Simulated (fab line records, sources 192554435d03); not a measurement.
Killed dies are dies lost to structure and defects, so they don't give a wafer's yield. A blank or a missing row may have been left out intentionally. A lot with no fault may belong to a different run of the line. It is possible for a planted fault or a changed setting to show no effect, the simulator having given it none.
Matching of chambers | flow n5Finfet | N5_BEOL_M15_TRENCH_ETCH_34 on rieDiel-04: 4 sister chambers
The step etches SiO2 in C4F8/O2/Ar, target depth 872.93 nm, time 199 s. 20 wafers are shown with their chamber, then 10 later ones without.

== WAFERS PAIRED WITH THEIR CHAMBERS ==
wafer  | chamber | drypumpMotorCurrentA (A) | showerheadPlenumPTorr (Torr) | throttleValvePct (%)
L075.1 | 3       | 6.4                      | 3.17                         | 30.63
L075.5 | 0       | 5.1                      | 3.33                         | 31.07
L075.6 | 1       | 5.5                      | 3.44                         | 30.98
L076.2 | 0       | 5.1                      | 3.33                         | 31.08
L076.3 | 3       | 6.5                      | 3.17                         | 30.62
L076.5 | 0       | 5.1                      | 3.33                         | 31.10
L077.1 | 3       | 6.5                      | 3.16                         | 30.63
L077.4 | 2       | 6.0                      | 3.51                         | 30.48
L077.5 | 3       | 6.4                      | 3.16                         | 30.64
L079.1 | 2       | 6.0                      | 3.51                         | 30.49
L079.4 | 3       | 6.4                      | 3.16                         | 30.65
L079.5 | 1       | 5.5                      | 3.43                         | 31.00
L083.4 | 2       | 6.0                      | 3.51                         | 30.49
L083.5 | 1       | 5.5                      | 3.43                         | 31.01
L083.6 | 0       | 5.1                      | 3.32                         | 31.10
L082.2 | 1       | 5.5                      | 3.43                         | 31.00
L082.4 | 3       | 6.4                      | 3.16                         | 30.64
L082.5 | 3       | 6.5                      | 3.16                         | 30.64
L084.1 | 1       | 5.5                      | 3.43                         | 30.99
L084.2 | 3       | 6.4                      | 3.16                         | 30.65

SIGNATURES (means of the wafers above)
reading               | chamber 0 | chamber 1 | chamber 2 | chamber 3 | scatter within a chamber
drypumpMotorCurrentA  | 5.100     | 5.500     | 6.000     | 6.438     | 0.0342
showerheadPlenumPTorr | 3.3275    | 3.4320    | 3.5100    | 3.1625    | 0.00437
throttleValvePct      | 31.0875   | 30.9960   | 30.4867   | 30.6375   | 0.0112
Rule: for each reading, subtract the chamber's mean from the wafer's reading, divide by that reading's scatter and square the result; add these up over the readings and take the root, which gives the wafer's distance from the chamber. The wafer belongs to the nearest chamber; if the next one is less than 2 further off, it can't be placed. The scatter: the root of (the sum of the squares of (reading less its chamber's mean) over the shown wafers, divided by (wafers less chambers)).

== WAFERS WHOSE CHAMBER IS MISSING ==
wafer  | drypumpMotorCurrentA (A) | showerheadPlenumPTorr (Torr) | throttleValvePct (%)
L084.4 | 5.1                      | 3.32                         | 31.10
L091.2 | 6.0                      | 3.50                         | 30.49
L091.4 | 5.1                      | 3.31                         | 31.11
L091.5 | 5.5                      | 3.42                         | 31.01
L092.2 | 5.1                      | 3.31                         | 31.12
L092.4 | 6.4                      | 3.15                         | 30.65
L092.6 | 6.4                      | 3.15                         | 30.65
L090.2 | 5.5                      | 3.42                         | 31.01
L090.4 | 5.9                      | 3.50                         | 30.48
L090.6 | 6.4                      | 3.15                         | 30.64

== WHICH CHAMBER EACH WENT THROUGH ==
wafer  | from the rows above | in truth
L084.4 | 0                   | 0
L091.2 | 2                   | 2
L091.4 | 0                   | 0
L091.5 | 1                   | 1
L092.2 | 0                   | 0
L092.4 | 3                   | 3
L092.6 | 3                   | 3
L090.2 | 1                   | 1
L090.4 | 2                   | 2
L090.6 | 3                   | 3
10 of 10 placed correctly. Can't be placed from these rows: 0. Placed wrongly: 0.
